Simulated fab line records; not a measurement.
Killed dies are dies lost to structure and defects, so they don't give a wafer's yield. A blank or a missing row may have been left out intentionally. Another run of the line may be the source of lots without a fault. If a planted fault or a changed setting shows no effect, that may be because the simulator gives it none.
fab line records    flow n5_finfet
record lots=10  wafers=29  last_day=17
route steps=1938 shown ZERO_LAYER@4 WELL_APT@30 BEOL_M4@1111
lots with no fault: from the same line, run without faults
start_h: the number of hours between the record's first day and the start of the first shown wafer of the lot    wait_h: hours since the lot's step before    " identical to the entry in the row above    L1.1+2: several wafers, shown together as one row    - value missing, or start not given    * or withheld: withheld    < > ~ a bound
route shown NAME@n: names a module that has steps shown in the file, with the first one's number in the route    usual: average and standard deviation across the fault-free wafers    same: alike in all rows    chamber/n: place in a boat    sites: readings site by site    _std_site: standard deviation across them    _edge_site: inner sites' mean taken away from outer sites' mean    radius_mm: how far each site lies from the wafer's centre    mask NAME#n: copy n    behind: the most recent tool/chamber to have shaped the wafer    hold: the reason the lot was held/the length of the hold in hours/how it ended    device: the n, p or np transistor that did not switch    end of line: the route-end tests of the same wafers    step lacking rows: just its recipe    killed: dies that structure and defects cost at the first sort, which is not the same as the wafer's yield    map: a wafer's dies, x killed, . not, _ none there
set.NAME: setting as actually run; set.NAME@STEP: the setting as run at that earlier step    model.NAME: the simulator's own value behind a step, which no gauge read
one table for each step of the route and one row for each wafer, over a sample of lots
services: the hour from which a tool's chamber was out of use, counted from the record's first day as start_h (under 0 if before that day), plus the number of hours and why
## steps
# step N5_ZERO_LAYER_PECVD_02
# recipe material=SiO2  target_thk_a=100  temp_c=400  precursor=SiH4/N2O  pressure_torr=0.75  rf_w=275  time_s=6
# usual heater_power_outer_w=448/65  heater_power_w=758/98  showerhead_plenum_p_Torr=8.11/0.11
lot.wafer  tool      chamber  start_h  wait_h  heater_power_outer_w  heater_power_w  showerhead_plenum_p_Torr
L554.4     pecvd-01  2        12.31    0.1     397                   640             8.04
L554.5     "         0        "        "       380                   644             7.94
L554.6     "         1        "        "       502                   848             8.16
L555.2     pecvd-04  2        18.28    0.0     311                   574             8.26
L555.3     "         1        "        "       476                   800             7.99
L555.5     "         0        "        "       449                   762             8.10
L566.1     pecvd-01  2        84.28    0.0     388                   634             8.03
L566.2     "         1        "        "       495                   820             8.18
L566.5     "         1        "        "       490                   824             8.17
L567.1     pecvd-04  2        90.28    0.0     330                   602             8.24
L567.2     "         0        "        "       469                   807             8.10
L567.3     "         1        "        "       543                   903             7.98
L568.1     pecvd-01  0        96.28    0.0     407                   696             7.95
L568.2     "         1        "        "       466                   805             8.15
L568.6     "         0        "        "       414                   691             7.96
L571.1     pecvd-04  0        114.28   0.0     425                   724             8.08
L571.2     "         1        "        "       578                   901             7.98
L571.3     "         2        "        "       375                   660             8.27
L572.2     pecvd-03  0        120.30   0.0     539                   924             8.17
L572.6     "         1        "        "       525                   871             8.13
L575.1     pecvd-03  1        138.29   0.0     431                   745             8.14
L575.4     "         1        "        "       436                   761             8.13
L575.5     "         2        "        "       445                   747             8.27
L576.1     pecvd-04  0        144.28   0.0     485                   834             8.11
L576.2     "         1        "        "       569                   936             7.99
L576.5     "         1        "        "       584                   917             7.98
L577.2     pecvd-04  1        150.28   0.0     594                   961             7.98
L577.3     "         0        "        "       399                   721             8.12
L577.4     "         0        "        "       410                   734             8.13
# step N5_ZERO_LAYER_CD_MEAS_11
# recipe target_cd_nm=2000  landing_energy_ev=500  detector=se_inlens
# usual cd_nm=1999.8/1.2
lot.wafer  tool       chamber  start_h  wait_h  cd_nm
L554.4     cd_sem-03  0        12.77    -       1998.5
L554.5     "          0        "        "       2000.9
L554.6     "          0        "        "       2000.6
L555.2     cd_sem-01  0        18.77    -       1998.7
L555.3     "          0        "        "       1998.7
L555.5     "          0        "        "       2000.2
L566.1     cd_sem-01  0        84.64    -       1999.6
L566.2     "          0        "        "       1999.5
L566.5     "          0        "        "       1998.5
L567.1     cd_sem-02  0        90.64    -       1998.6
L567.2     "          0        "        "       1996.0
L567.3     "          0        "        "       1999.6
L568.1     cd_sem-03  0        96.79    -       2000.8
L568.2     "          0        "        "       2000.2
L568.6     "          0        "        "       2000.5
L571.1     cd_sem-01  0        114.77   -       2001.6
L571.2     "          0        "        "       1999.6
L571.3     "          0        "        "       2000.8
L572.2     cd_sem-02  0        120.78   -       2000.2
L572.6     "          0        "        "       1997.9
L575.1     cd_sem-01  0        138.78   -       1997.9
L575.4     "          0        "        "       1998.8
L575.5     "          0        "        "       1998.5
L576.1     cd_sem-02  0        144.79   -       2001.3
L576.2     "          0        "        "       2000.3
L576.5     "          0        "        "       2001.1
L577.2     cd_sem-03  0        150.64   -       2001.9
L577.3     "          0        "        "       2002.4
L577.4     "          0        "        "       2000.0
# step N5_ZERO_LAYER_STRIP_24
# recipe chemistry=O2  power_w=1000  temp_c=250  overash_fraction=0.3  pressure_mtorr=1000  o2_flow_sccm=6750
# usual chamber_pressure_mTorr=1000.0/0.94  drypump_motor_current_A=6.2/0.3  heater_power_w=325/19  oes_product_au=0.647/0.0045  strip_time_to_endpoint_s=43.89/0.097
lot.wafer  tool             chamber  start_h  wait_h  chamber_pressure_mTorr  drypump_motor_current_A  heater_power_w  oes_product_au  rf_hours_counter_h  strip_time_to_endpoint_s
L554.4     plasma_asher-02  1        13.04    0.1     1000.5                  6.2                      334             0.651           -                   43.92
L554.5     "                0        "        "       999.9                   6.0                      338             0.645           -                   43.88
L554.6     "                1        "        "       1000.0                  6.1                      350             0.645           -                   43.92
L555.2     plasma_asher-02  1        19.16    0.1     1000.8                  6.1                      356             0.644           75                  43.96
L555.3     "                0        "        "       999.9                   6.0                      339             0.651           -                   43.95
L555.5     "                0        "        "       999.5                   6.0                      336             0.648           -                   44.03
L566.1     plasma_asher-02  0        84.89    0.1     -                       -                        -               -               -                   -
L566.2     "                1        "        "       -                       -                        -               -               -                   -
L566.5     "                0        "        "       -                       -                        -               -               -                   -
L567.1     plasma_asher-01  1        90.89    0.1     -                       -                        -               -               -                   -
L567.2     "                0        "        "       -                       -                        -               -               -                   -
L567.3     "                0        "        "       -                       -                        -               -               -                   -
L568.1     plasma_asher-02  0        97.13    0.1     -                       -                        -               -               -                   -
L568.2     "                1        "        "       -                       -                        -               -               -                   -
L568.6     "                1        "        "       -                       -                        -               -               -                   -
L571.1     plasma_asher-01  1        115.02   0.1     999.7                   6.8                      319             0.647           45                  43.94
L571.2     "                0        "        "       999.0                   6.1                      299             0.645           45                  43.97
L571.3     "                1        "        "       999.0                   6.7                      308             0.652           -                   43.89
L572.2     plasma_asher-02  0        121.23   0.1     1001.1                  5.9                      332             0.637           93                  43.84
L572.6     "                1        "        "       998.7                   6.2                      344             0.640           -                   43.85
L575.1     plasma_asher-02  0        139.03   0.1     1001.1                  6.0                      335             0.654           96                  43.92
L575.4     "                1        "        "       1000.9                  6.1                      345             0.649           -                   43.99
L575.5     "                1        "        "       1000.2                  6.1                      348             0.651           -                   43.97
L576.1     plasma_asher-02  1        145.04   0.1     1000.6                  6.1                      336             0.647           97                  43.87
L576.2     "                0        "        "       998.9                   5.9                      341             0.644           97                  43.88
L576.5     "                0        "        "       997.9                   6.0                      331             0.646           -                   43.81
L577.2     plasma_asher-01  0        151.33   0.1     999.7                   6.1                      299             0.646           53                  43.79
L577.3     "                0        "        "       999.9                   6.1                      289             0.649           -                   43.80
L577.4     "                1        "        "       998.5                   6.8                      304             0.645           -                   43.69
# step N5_WELL_APT_INSPECT_10
# recipe mode=adi  inspect_instrument=macro
# usual raw_defect_count=2.1/1.5
lot.wafer  tool               chamber  start_h  wait_h  raw_defect_count
L554.4     defect_inspect-01  -        13.89    0.0     0
L554.5     "                  -        "        "       3
L554.6     "                  -        "        "       3
L555.2     defect_inspect-01  -        20.02    0.0     3
L555.3     "                  -        "        "       5
L555.5     "                  -        "        "       1
L566.1     defect_inspect-02  -        85.61    0.0     1
L566.2     "                  -        "        "       0
L566.5     "                  -        "        "       2
L567.1     defect_inspect-02  -        91.61    0.0     2
L567.2     "                  -        "        "       4
L567.3     "                  -        "        "       3
L568.1     defect_inspect-02  -        97.98    0.0     3
L568.2     "                  -        "        "       2
L568.6     "                  -        "        "       2
L571.1     defect_inspect-01  -        115.73   0.0     1
L571.2     "                  -        "        "       2
L571.3     "                  -        "        "       1
L572.2     defect_inspect-02  -        122.09   0.0     1
L572.6     "                  -        "        "       4
L575.1     defect_inspect-01  -        140.01   0.1     2
L575.4     "                  -        "        "       2
L575.5     "                  -        "        "       4
L576.1     defect_inspect-01  -        145.89   0.0     3
L576.2     "                  -        "        "       2
L576.5     "                  -        "        "       4
L577.2     defect_inspect-01  -        152.17   0.0     2
L577.3     "                  -        "        "       1
L577.4     "                  -        "        "       1
# step N5_BEOL_M4_RC_MEAS_101
# usual DIBL_N=36.2/1.4  DIBL_P=36.1/1.5  IOFF_N=0.153/0.02  IOFF_P=0.215/0.03  ION_N=672/8.6  ION_P=463/6.8  SS_N=71.5/0.47  SS_P=73.3/0.57  VT_N=250.6/2.4  VT_P=-249/3.2
lot.wafer  tool       chamber  start_h  wait_h  DIBL_N[mV/V]  DIBL_P[mV/V]  IOFF_N[nA/um]  IOFF_P[nA/um]  ION_N[uA/um]  ION_P[uA/um]  SS_N[mV/dec]  SS_P[mV/dec]  VT_N[mV]  VT_P[mV]
L555.2     prober-02  0        169.79   0.2     34.2          34.5          0.138          0.227          667           469           71.9          73.4          252.3     -246
L555.3     "          0        "        "       36.8          37.8          0.194          0.293          698           488           72.0          74.1          244.4     -244
L555.5     "          0        "        "       33.5          33.2          0.126          0.204          671           473           71.0          73.4          253.8     -246
L554.4     prober-01  0        170.06   0.5     37.6          37.9          0.159          0.247          674           474           72.6          72.9          249.2     -247
L554.5     "          0        "        "       37.6          38.2          0.161          0.259          665           465           72.1          73.1          249.9     -245
L554.6     "          0        "        "       37.4          37.4          0.151          0.246          661           464           72.0          73.3          252.7     -247
L566.1     prober-01  0        236.72   0.0     37.5          36.8          0.169          0.260          677           472           71.7          73.5          249.0     -247
L566.2     "          0        "        "       38.5          37.2          0.191          0.276          673           468           72.2          73.2          244.8     -246
L566.5     "          0        "        "       37.3          36.3          0.152          0.245          669           466           72.2          73.3          251.9     -245
L567.1     prober-02  0        244.40   0.0     37.3          38.1          0.159          0.210          678           461           71.6          73.9          249.5     -250
L567.2     "          0        "        "       36.6          36.3          0.147          0.189          674           458           70.8          73.4          253.1     -251
L567.3     "          0        "        "       38.5          38.9          0.178          0.222          682           457           71.1          74.0          247.0     -251
L568.1     prober-01  0        246.42   0.0     36.4          34.2          0.148          0.204          672           460           71.7          72.3          250.5     -250
L568.2     "          0        "        "       34.8          32.8          0.125          0.186          666           462           71.0          73.0          254.5     -249
L568.6     "          0        "        "       36.8          35.0          0.151          0.219          671           464           71.2          72.6          252.0     -248
L571.1     prober-01  0        265.57   0.0     35.1          35.4          0.147          0.227          675           465           71.9          73.4          252.7     -247
L571.2     "          0        "        "       36.4          36.6          0.162          0.255          664           462           71.5          74.4          251.6     -245
L571.3     "          0        "        "       36.7          36.7          0.179          0.257          673           465           72.6          73.9          250.0     -244
L572.2     prober-02  0        276.83   0.2     34.2          34.1          0.130          0.173          667           460           71.3          73.0          253.5     -253
L572.6     "          0        "        "       34.9          35.8          0.148          0.189          682           460           70.9          73.8          249.9     -252
L576.1     prober-02  0        296.07   0.0     35.3          34.7          0.139          0.193          673           460           71.3          73.2          253.2     -250
L576.2     "          0        "        "       34.6          34.2          0.141          0.188          679           464           70.8          74.3          253.1     -254
L576.5     "          0        "        "       34.8          34.0          0.134          0.191          679           464           71.5          73.3          251.2     -251
L575.1     prober-02  0        297.12   0.0     36.7          37.1          0.156          0.239          683           472           70.9          73.3          252.4     -248
L575.4     "          0        "        "       36.4          36.2          0.150          0.224          676           470           71.2          72.1          250.8     -249
L575.5     "          0        "        "       37.6          37.5          0.176          0.252          693           475           71.9          73.3          249.7     -246
L577.2     prober-01  0        302.39   0.2     34.1          35.2          0.146          0.200          676           467           70.4          73.2          249.4     -249
L577.3     "          0        "        "       36.1          37.2          0.166          0.217          667           462           71.7          73.4          249.0     -247
L577.4     "          0        "        "       35.6          36.6          0.160          0.213          676           461           71.5          73.7          250.4     -251
## services
tool             chamber  start_h  hours  kind
pecvd-03         0        -3.78    20.0   repair
pecvd-03         1        28.52    2.1    scheduled_down
plasma_asher-02  -        37.31    2.1    repair
pecvd-01         -        54.46    5.5    pm
pecvd-03         -        54.79    2.4    repair
pecvd-01         2        60.67    5.6    repair
pecvd-04         1        70.52    2.1    scheduled_down
plasma_asher-02  -        73.47    4.3    pm
pecvd-03         0        87.43    5.5    scheduled_down
pecvd-01         1        90.39    5.5    scheduled_down
pecvd-01         2        95.93    16.5   scheduled_down
pecvd-03         0        98.16    2.1    scheduled_down
pecvd-03         1        111.80   5.5    scheduled_down
pecvd-03         -        127.35   0.5    repair
pecvd-04         2        140.98   5.5    scheduled_down
## key
first_sign step=N5_ZERO_LAYER_STRIP_24  reading=tool_record  direction=missing
effect none on later readings
met_at N5_ZERO_LAYER_STRIP_24
struck_lots L566,L567,L568
not_acting_at N5_ZERO_LAYER_PECVD_02,N5_ZERO_LAYER_CD_MEAS_11,N5_WELL_APT_INSPECT_10
onset_between 19.16 84.89
fault kind=skipped_step_whole  tool=plasma_asher-01,plasma_asher-02  chamber=-  onset_h=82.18  steps=N5_ZERO_LAYER_STRIP_24  scope=struck_lots_only
